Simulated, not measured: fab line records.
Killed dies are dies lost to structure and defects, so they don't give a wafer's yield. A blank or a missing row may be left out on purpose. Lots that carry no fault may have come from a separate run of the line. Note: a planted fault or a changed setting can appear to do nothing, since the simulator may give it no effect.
Matching of chambers / flow nand_harc / NHARC_P_M2_DEP_33 on pecvd-03 has 3 sister chambers
The step deposits SiCN, target thk 30 nm. 16 wafers are shown with their chamber, then 8 later ones without.

WAFERS PAIRED WITH THEIR CHAMBERS
wafer=L232.2; chamber=1; heater_power_w (W)=643
wafer=L232.3; chamber=0; heater_power_w (W)=579
wafer=L232.6; chamber=2; heater_power_w (W)=614
wafer=L233.3; chamber=1; heater_power_w (W)=603
wafer=L233.5; chamber=0; heater_power_w (W)=659
wafer=L233.6; chamber=2; heater_power_w (W)=520
wafer=L234.2; chamber=0; heater_power_w (W)=644
wafer=L234.4; chamber=0; heater_power_w (W)=648
wafer=L234.5; chamber=1; heater_power_w (W)=571
wafer=L239.1; chamber=2; heater_power_w (W)=505
wafer=L239.4; chamber=0; heater_power_w (W)=562
wafer=L239.6; chamber=1; heater_power_w (W)=549
wafer=L240.2; chamber=2; heater_power_w (W)=575
wafer=L240.3; chamber=1; heater_power_w (W)=597
wafer=L240.4; chamber=1; heater_power_w (W)=585
wafer=L242.1; chamber=1; heater_power_w (W)=556

SIGNATURES (means of the wafers above)
reading=heater_power_w; chamber 0=618.40; chamber 1=586.29; chamber 2=553.50; scatter within a chamber=40.8
Rule: for a wafer and a chamber, the distance is found by dividing, reading by reading, the gap between the wafer's reading and the chamber's mean by the reading's scatter, squaring, summing and taking the root. If the next closest chamber is less than 2 further off than the closest, the wafer can't be placed; otherwise it belongs to the closest. The scatter: take each reading less its chamber's mean, square it, sum over the shown wafers, divide by the number of wafers less the number of chambers, and take the root.

WAFERS WITHOUT THEIR CHAMBER
wafer=L242.2; heater_power_w (W)=683
wafer=L242.4; heater_power_w (W)=538
wafer=L247.3; heater_power_w (W)=619
wafer=L247.4; heater_power_w (W)=622
wafer=L247.6; heater_power_w (W)=512
wafer=L255.1; heater_power_w (W)=602
wafer=L255.2; heater_power_w (W)=531
wafer=L255.3; heater_power_w (W)=565

CHAMBER TAKEN BY EACH
wafer=L242.2; from the rows above=can't be placed: 0 or 1 or 2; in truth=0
wafer=L242.4; from the rows above=can't be placed: 2 or 1 or 0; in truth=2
wafer=L247.3; from the rows above=can't be placed: 0 or 1 or 2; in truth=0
wafer=L247.4; from the rows above=can't be placed: 0 or 1 or 2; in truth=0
wafer=L247.6; from the rows above=can't be placed: 2 or 1 or 0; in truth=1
wafer=L255.1; from the rows above=can't be placed: 1 or 0 or 2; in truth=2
wafer=L255.2; from the rows above=can't be placed: 2 or 1 or 0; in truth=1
wafer=L255.3; from the rows above=can't be placed: 2 or 1 or 0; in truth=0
Correctly placed: 0 of 8. These rows do not allow placing 8 (true chamber among the candidates in 8). Placed wrongly: 0.
